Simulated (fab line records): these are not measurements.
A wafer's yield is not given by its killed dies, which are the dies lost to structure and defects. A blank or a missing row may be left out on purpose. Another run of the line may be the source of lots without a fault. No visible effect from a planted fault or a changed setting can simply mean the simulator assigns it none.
Split-lot study | flow n5Finfet | route with 1938 steps; 7 lots, 39 wafers read

== ON THE SPLIT ==
At N5_BEOL_M11_ETCH_62 (etches SOC in N2/H2, target depth 110 nm, overetch 22 nm, time 165 s), the setting timeS was moved away from the recipe's 165 s on 15 of the 39 wafers read, by -49.1% to +18.1%. For the rest of the wafers, this setting stayed at what the recipe calls for.

The reading is taken at the split's own step.

== THE READING ==
SiARC_of_BEOL_M11_COAT_60.thkNm (the simulator's own value, which no gauge read), in nm, at N5_BEOL_M11_ETCH_62 (etches SOC in N2/H2, target depth 110 nm, overetch 22 nm, time 165 s). No usual value for it is given in the file. Average 23.5 nm, standard deviation 0.26 nm, over the 24 wafers here run with the recipe.

wafer  | tool, chamber at the split | timeS as run, s | against the recipe | SiARC_of_BEOL_M11_COAT_60.thkNm, nm | against lot-mates on the recipe
L074.1 | rieDiel-06, 1              | 165             | recipe             | 23.6                                | -
L074.2 | rieDiel-06, 2              | 165             | recipe             | 23.4                                | -
L074.3 | rieDiel-06, 3              | 165             | recipe             | 23                                  | -
L074.4 | rieDiel-06, 0              | 165             | recipe             | 23.2                                | -
L074.5 | rieDiel-06, 3              | 165             | recipe             | 23                                  | -
L074.6 | rieDiel-06, 2              | 165             | recipe             | 23.4                                | -
L079.1 | rieDiel-02, 1              | 165             | recipe             | 23.8                                | -
L079.2 | rieDiel-02, 2              | 126.1           | -23.6%             | 25                                  | +1.4
L079.3 | rieDiel-02, 0              | 126.1           | -23.6%             | 25                                  | +1.4
L079.4 | rieDiel-02, 3              | 165             | recipe             | 23.8                                | -
L079.5 | rieDiel-02, 0              | 165             | recipe             | 23.2                                | -
L079.6 | rieDiel-02, 3              | 126.1           | -23.6%             | 25.2                                | +1.6
L081.1 | rieDiel-05, 2              | 165             | recipe             | 23.6                                | -
L081.2 | rieDiel-05, 0              | 165             | recipe             | 23.6                                | -
L081.3 | rieDiel-05, 3              | 165             | recipe             | 23.6                                | -
L080.1 | rieDiel-06, 2              | 194.9           | +18.1%             | 22.2                                | -1.3
L080.2 | rieDiel-06, 0              | 165             | recipe             | 23.6                                | -
L080.3 | rieDiel-06, 1              | 165             | recipe             | 23.8                                | -
L080.4 | rieDiel-06, 3              | 165             | recipe             | 23.2                                | -
L080.5 | rieDiel-06, 2              | 194.9           | +18.1%             | 22.2                                | -1.3
L080.6 | rieDiel-06, 1              | 194.9           | +18.1%             | 22.6                                | -0.9
L086.1 | rieDiel-05, 0              | 165             | recipe             | 23.6                                | -
L086.2 | rieDiel-05, 1              | 165             | recipe             | 24                                  | -
L086.3 | rieDiel-05, 3              | 84.01           | -49.1%             | 26.8                                | +3.1
L086.4 | rieDiel-05, 2              | 165             | recipe             | 23.6                                | -
L086.5 | rieDiel-05, 2              | 84.01           | -49.1%             | 26.8                                | +3.1
L086.6 | rieDiel-05, 3              | 84.01           | -49.1%             | 26.8                                | +3.1
L088.1 | rieDiel-06, 2              | 108             | -34.5%             | 25.4                                | +2.1
L088.2 | rieDiel-06, 3              | 108             | -34.5%             | 25.4                                | +2.1
L088.3 | rieDiel-06, 1              | 108             | -34.5%             | 25.8                                | +2.5
L088.4 | rieDiel-06, 0              | 165             | recipe             | 23.4                                | -
L088.5 | rieDiel-06, 0              | 165             | recipe             | 23.4                                | -
L088.6 | rieDiel-06, 3              | 165             | recipe             | 23.2                                | -
L097.1 | rieDiel-02, 1              | 134.4           | -18.5%             | 24.8                                | +1.4
L097.2 | rieDiel-02, 2              | 134.4           | -18.5%             | 24.2                                | +0.8
L097.3 | rieDiel-02, 0              | 165             | recipe             | 23.2                                | -
L097.4 | rieDiel-02, 3              | 165             | recipe             | 23.4                                | -
L097.5 | rieDiel-02, 0              | 134.4           | -18.5%             | 24.4                                | +1.0
L097.6 | rieDiel-02, 1              | 165             | recipe             | 23.6                                | -

FIT RESULTS
A straight line over all 39 wafers: SiARC_of_BEOL_M11_COAT_60.thkNm changes by -0.0647 nm for each +1% of timeS; r = -0.98; the points scatter about the line by 0.25 nm.
The same after taking each lot's own level away (the mean of its wafers on the recipe; 39 wafers): -0.0629 nm for each +1%; r = -0.99; scatter 0.19 nm.
The reading moves by 3.1 nm for the largest change in timeS, on that fit.
Measured against the standard deviation above, the lots' own levels, which go from 23.27 to 23.73 nm, span 1.8 times it.
Hence the lot-to-lot level has little effect on the slope; both slopes agree.
Check: with one of the wafers moved furthest among these (-49.1%) left out of the fit, the line predicts +3.08 nm for it against its lot-mates. It came out at +3.07 nm against them.

== THE OTHER SPLITS THESE WAFERS WENT THROUGH ==
Other splits were also applied to these wafers ahead of the reading. Each is held against what the fit with the lots' levels taken away leaves over:
other split on the same wafers               | wafers away from the commonest value | r with SiARC_of_BEOL_M11_COAT_60.thkNm (lot level and that fit taken away)
N5_PMOS_HMC_CHANNEL_EPI_HM_DEP_34 timeS      | 12                                   | -0.04
N5_SD_EPI_N_ETCH_35 timeS                    | 12                                   | +0.11
N5_MOL_CONTACT_COAG_VIA_ETCH_46 targetDepthA | 15                                   | -0.12
N5_BEOL_M2_ALD_84 aldCycles                  | 9                                    | +0.31
N5_BEOL_M4_ILD_DEP_00 targetThkA             | 9                                    | +0.05
N5_BEOL_M6_VIA_ETCH_34 targetDepthA          | 15                                   | -0.28
N5_BEOL_M10_ALD_74 aldCycles                 | 15                                   | +0.08

== THE WHOLE CHAIN: every reading that the file lists as answering this split, in the file's order ==
step                | what it does                                                         | reading                                                                          | change (the file's fit)                                                           | r (the file's)
N5_BEOL_M11_ETCH_62 | etches SOC in N2/H2, target depth 110 nm, overetch 22 nm, time 165 s | etch.depthNm (the simulator's own value, which no gauge read)                    | not straight: 67 at the lowest setting, 100.1 at the recipe, 99.81 at the highest | not given
N5_BEOL_M11_ETCH_62 | etches SOC in N2/H2, target depth 110 nm, overetch 22 nm, time 165 s | SiARC_of_BEOL_M11_COAT_60.thkNm (the simulator's own value, which no gauge read) | -0.0626 nm for each +1% of the setting                                            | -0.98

== FILE'S OWN FIT ==
SiARC_of_BEOL_M11_COAT_60.thkNm changes by -0.0626 nm for each +1% of timeS, r = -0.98.
